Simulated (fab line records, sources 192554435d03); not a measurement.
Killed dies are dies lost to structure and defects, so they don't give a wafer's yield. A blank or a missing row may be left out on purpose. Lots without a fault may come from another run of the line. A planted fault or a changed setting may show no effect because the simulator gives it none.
Which tool did it? | flow n5_finfet | 10 lots, 30 wafers sampled, at 5 steps of a route of 1938

WHAT THE GAUGES READ, wafer by wafer
N5_MOL_CONTACT_COAG_INSPECT_97: inspects for defects (darkfield). Usual: raw_defect_count 45, standard deviation 22.
lot  | measured     | on                | raw_defect_count | flag
L440 | day 5 20:19  | defect_inspect-01 | 49 59 62         |
L441 | day 6 03:48  | defect_inspect-01 | 39 23 44         |
L444 | day 6 18:53  | defect_inspect-02 | 49 29 33         |
L449 | day 8 02:08  | defect_inspect-01 | 66 41 59         |
L450 | day 8 11:14  | defect_inspect-02 | 14 27 34         |
L451 | day 8 18:05  | defect_inspect-02 | 32 45 60         |
L453 | day 9 05:30  | defect_inspect-01 | 38 49 50         |
L456 | day 10 02:58 | defect_inspect-02 | 38 36 35         |
L458 | day 10 09:52 | defect_inspect-01 | 66 60 62         |
L459 | day 10 19:27 | defect_inspect-02 | 41 36 44         |

N5_BEOL_M4_RC_MEAS_101. Usual: DIBL_N 36.3 mV/V, standard deviation 2; DIBL_P 36.3 mV/V, standard deviation 2.4; IOFF_N 0.16 nA/um, standard deviation 0.034; IOFF_P 0.21 nA/um, standard deviation 0.035; ION_N 672 uA/um, standard deviation 12; ION_P 459 uA/um, standard deviation 6.5; SS_N 71.6 mV/dec, standard deviation 0.67; SS_P 73.3 mV/dec, standard deviation 0.71; VT_N 250 mV, standard deviation 3.5; VT_P -251 mV, standard deviation 3.
lot  | measured     | on        | DIBL_N (mV/V)  | DIBL_P (mV/V)  | IOFF_N (nA/um) | IOFF_P (nA/um) | ION_N (uA/um) | ION_P (uA/um) | SS_N (mV/dec)  | SS_P (mV/dec)  | VT_N (mV)   | VT_P (mV)      | flag
L440 | day 8 07:41  | prober-02 | 32.6 32.3 32.3 | 31.7 31.6 31.5 | 0.10 0.10 0.10 | 0.15 0.15 0.15 | 651 653 664   | 456 453 456   | 70.0 69.8 70.1 | 72.0 71.8 72.1 | 259 256 257 | -256 -253 -254 |
L441 | day 8 16:58  | prober-02 | 35.0 33.2 33.3 | 34.4 31.5 32.3 | 0.14 0.10 0.11 | 0.18 0.13 0.15 | 666 647 650   | 453 440 452   | 71.1 70.8 70.9 | 73.2 72.8 72.7 | 249 256 256 | -254 -256 -253 |
L444 | day 9 08:29  | prober-01 | 34.8 36.4 36.4 | 35.7 37.8 36.9 | 0.14 0.16 0.17 | 0.19 0.22 0.21 | 674 675 680   | 460 467 458   | 71.6 71.6 70.6 | 72.7 73.9 73.1 | 251 249 247 | -250 -249 -251 |
L449 | day 11 15:45 | prober-01 | 36.1 35.3 37.2 | 37.2 36.9 38.8 | 0.15 0.16 0.19 | 0.21 0.21 0.23 | 664 692 683   | 455 476 462   | 71.5 71.4 72.4 | 73.3 73.0 73.6 | 249 247 246 | -251 -251 -249 |
L450 | day 11 20:07 | prober-02 | 37.1 38.7 39.6 | 36.1 37.1 38.6 | 0.15 0.16 0.18 | 0.19 0.20 0.23 | 667 661 677   | 455 450 460   | 71.9 72.4 71.6 | 72.6 73.5 73.8 | 250 250 249 | -252 -251 -248 |
L456 | day 14 07:01 | prober-02 | 37.0 34.8 38.7 | 38.8 34.8 38.5 | 0.20 0.15 0.24 | 0.25 0.19 0.24 | 682 666 676   | 462 454 458   | 71.8 71.2 72.4 | 74.3 74.1 74.0 | 247 249 244 | -248 -252 -249 |
L458 | day 13 08:12 | prober-02 | 36.1 35.3 33.6 | 35.6 35.6 32.8 | 0.18 0.17 0.13 | 0.19 0.19 0.15 | 695 681 672   | 465 459 451   | 71.7 71.2 71.2 | 73.0 72.9 72.8 | 246 247 252 | -253 -252 -256 |
L459 | day 14 05:52 | prober-01 | 37.9 37.1 40.2 | 38.8 37.0 40.1 | 0.20 0.18 0.24 | 0.25 0.22 0.28 | 699 679 693   | 473 463 469   | 72.3 71.9 72.8 | 74.4 73.8 74.6 | 245 246 243 | -248 -249 -250 |

WHICH TOOL RAN EACH LOT (tool, then ch and the chambers of the sampled wafers, then the start)
lot  | N5_MOL_CONTACT_COAG_CMP_52    | N5_BEOL_M0_SAQP_ILD_DEP_01      | N5_BEOL_M0_SAQP_PECVD_97
L440 | cmp-01 ch 0,2,3, day 5 16:27  | pecvd-02 ch 0,1, day 5 20:40    | pecvd-03 ch 0,2, day 5 20:56
L441 | cmp-03 ch 0,1,3, day 6 00:29  | pecvd-04 ch 0,2, day 6 04:08    | pecvd-02 ch 1,2, day 6 04:54
L444 | cmp-02 ch 0,2, day 6 15:32    | pecvd-04 ch 0,1, day 6 19:15    | pecvd-04 ch 0,2, day 6 20:37
L449 | cmp-03 ch 0,1,2, day 7 22:08  | pecvd-03 ch 1,2, day 8 02:28    | pecvd-03 ch 0,1,2, day 8 03:19
L450 | cmp-02 ch 1,3, day 8 07:55    | pecvd-03 ch 0,1,2, day 8 11:35  | pecvd-02 ch 0,1, day 8 12:35
L451 | cmp-03 ch 0,1,2, day 8 14:47  | pecvd-03 ch 0,1,2, day 8 18:24  | pecvd-02 ch 0,1,2, day 8 20:32
L453 | cmp-01 ch 0,1, day 9 02:08    | pecvd-04 ch 0,1,2, day 9 05:49  | pecvd-03 ch 0,1,2, day 9 08:09
L456 | cmp-03 ch 0,1, day 9 23:35    | pecvd-04 ch 0,1,2, day 10 03:17 | pecvd-03 ch 0,1,2, day 10 04:02
L458 | cmp-01 ch 0,2, day 10 06:31   | pecvd-04 ch 0,2, day 10 10:13   | pecvd-04 ch 0,1,2, day 10 12:05
L459 | cmp-01 ch 0,2,3, day 10 16:06 | pecvd-03 ch 0,1,2, day 10 19:48 | pecvd-02 ch 1,2, day 10 21:44
- N5_MOL_CONTACT_COAG_CMP_52: polishes, stops on SiO2, t overpolish 1.5 s, target thk 66.5 nm.
- N5_BEOL_M0_SAQP_ILD_DEP_01: deposits SiOC from DEMS/O2, target thk 45.419 nm, time 8.7 s.
- N5_BEOL_M0_SAQP_PECVD_97: deposits SiNx from SiH4/NH3/N2, target thk 23 nm, time 19.9 s.

WHAT THE TOOLS THEMSELVES READ (means of the sampled wafers that have a number; where no wafer has one, the mark that the record gives instead)
N5_MOL_CONTACT_COAG_CMP_52. Usual: motor_current_A 11.6 A, standard deviation 1.6; overpolish_run_s 1.500 s, standard deviation 0.01; time_to_endpoint_s 14.2 s, standard deviation 2.1.
lot  | tool   | motor_current_A (A) | overpolish_run_s (s) | time_to_endpoint_s (s) | flag
L440 | cmp-01 | 12.9                | 1.501                | 14.6                   |
L441 | cmp-03 | 10.9                | 1.511                | 16.7                   |
L444 | cmp-02 | 11.5                | 1.499                | 17.1                   |
L449 | cmp-03 | 10.0                | 1.501                | 10.7                   |
L450 | cmp-02 | 10.6                | 1.503                | 15.3                   |
L451 | cmp-03 | 10.3                | 1.496                | 13.8                   |
L453 | cmp-01 | 12.8                | 1.482                | 14.9                   |
L456 | cmp-03 | 10.2                | 1.498                | 13.9                   |
L458 | cmp-01 | 13.3                | 1.494                | 15.6                   |
L459 | cmp-01 | 12.6                | 1.499                | 13.1                   |

N5_BEOL_M0_SAQP_ILD_DEP_01. Usual: chamber_pressure_Torr 5.001 Torr, standard deviation 0.011; heater_power_outer_w 261 W, standard deviation 54; heater_power_w 479 W, standard deviation 95; showerhead_plenum_p_Torr 5.697 Torr, standard deviation 0.017; throttle_valve_pct 11.7 %, standard deviation 0.48.
lot  | tool     | chamber_pressure_Torr (Torr) | heater_power_outer_w (W) | heater_power_w (W) | showerhead_plenum_p_Torr (Torr) | throttle_valve_pct (%) | flag
L440 | pecvd-02 | 5.001                        | 291                      | 543                | 5.701                           | 11.5                   |
L441 | pecvd-04 | 4.999                        | 225                      | 410                | 5.710                           | 12.0                   |
L444 | pecvd-04 | 4.998                        | 219                      | 422                | 5.707                           | 11.6                   |
L449 | pecvd-03 | 5.005                        | 260                      | 483                | 5.701                           | 12.1                   |
L450 | pecvd-03 | 5.000                        | 318                      | 566                | 5.703                           | 12.0                   |
L451 | pecvd-03 | -                            | -                        | -                  | -                               | -                      | OFF
L453 | pecvd-04 | -                            | -                        | -                  | -                               | -                      | OFF
L456 | pecvd-04 | 4.988                        | 240                      | 432                | 5.695                           | 11.6                   |
L458 | pecvd-04 | 5.004                        | 214                      | 393                | 5.698                           | 11.9                   |
L459 | pecvd-03 | 5.008                        | 268                      | 496                | 5.702                           | 12.0                   |

N5_BEOL_M0_SAQP_PECVD_97. Usual: heater_power_w 565 W, standard deviation 81; showerhead_plenum_p_Torr 5.15 Torr, standard deviation 0.082; throttle_valve_pct 39.3 %, standard deviation 1.6.
lot  | tool     | heater_power_w (W) | showerhead_plenum_p_Torr (Torr) | throttle_valve_pct (%) | flag
L440 | pecvd-03 | 638                | 5.18                            | 38.6                   |
L441 | pecvd-02 | 671                | 5.15                            | 40.0                   |
L444 | pecvd-04 | 483                | 5.23                            | 39.7                   |
L449 | pecvd-03 | 614                | 5.15                            | 39.8                   |
L450 | pecvd-02 | 632                | 5.16                            | 39.3                   |
L451 | pecvd-02 | 590                | 5.12                            | 39.1                   |
L453 | pecvd-03 | 588                | 5.16                            | 39.9                   |
L456 | pecvd-03 | 599                | 5.16                            | 39.9                   |
L458 | pecvd-04 | 479                | 5.18                            | 39.0                   |
L459 | pecvd-02 | 655                | 5.15                            | 39.9                   |

THE ANSWER, worked out from the rows above alone
Rule: a lot is off if the mean of its wafers that have a number lies more than 3 standard deviations from the usual mean. A lot without any number at a reading at which 4 lots or more have one is off too. The other lots that the step has rows for count as sound. The gauges are gone through in route order, then the tools' own readings, and for those a lot's mean is taken as printed above. The first step at which some lot is off is used, and at that step the reading that is off furthest; a lot without a number counts as furthest.
Off: L451, L453, at N5_BEOL_M0_SAQP_ILD_DEP_01 (chamber_pressure_Torr). Without a number there: L451, L453.
A tool fits if, at that step or a process step before it, it ran every lot that is off, and no sound lot after the first of them. None of those tried fits.

WHAT THE SIMULATOR HAD PUT IN
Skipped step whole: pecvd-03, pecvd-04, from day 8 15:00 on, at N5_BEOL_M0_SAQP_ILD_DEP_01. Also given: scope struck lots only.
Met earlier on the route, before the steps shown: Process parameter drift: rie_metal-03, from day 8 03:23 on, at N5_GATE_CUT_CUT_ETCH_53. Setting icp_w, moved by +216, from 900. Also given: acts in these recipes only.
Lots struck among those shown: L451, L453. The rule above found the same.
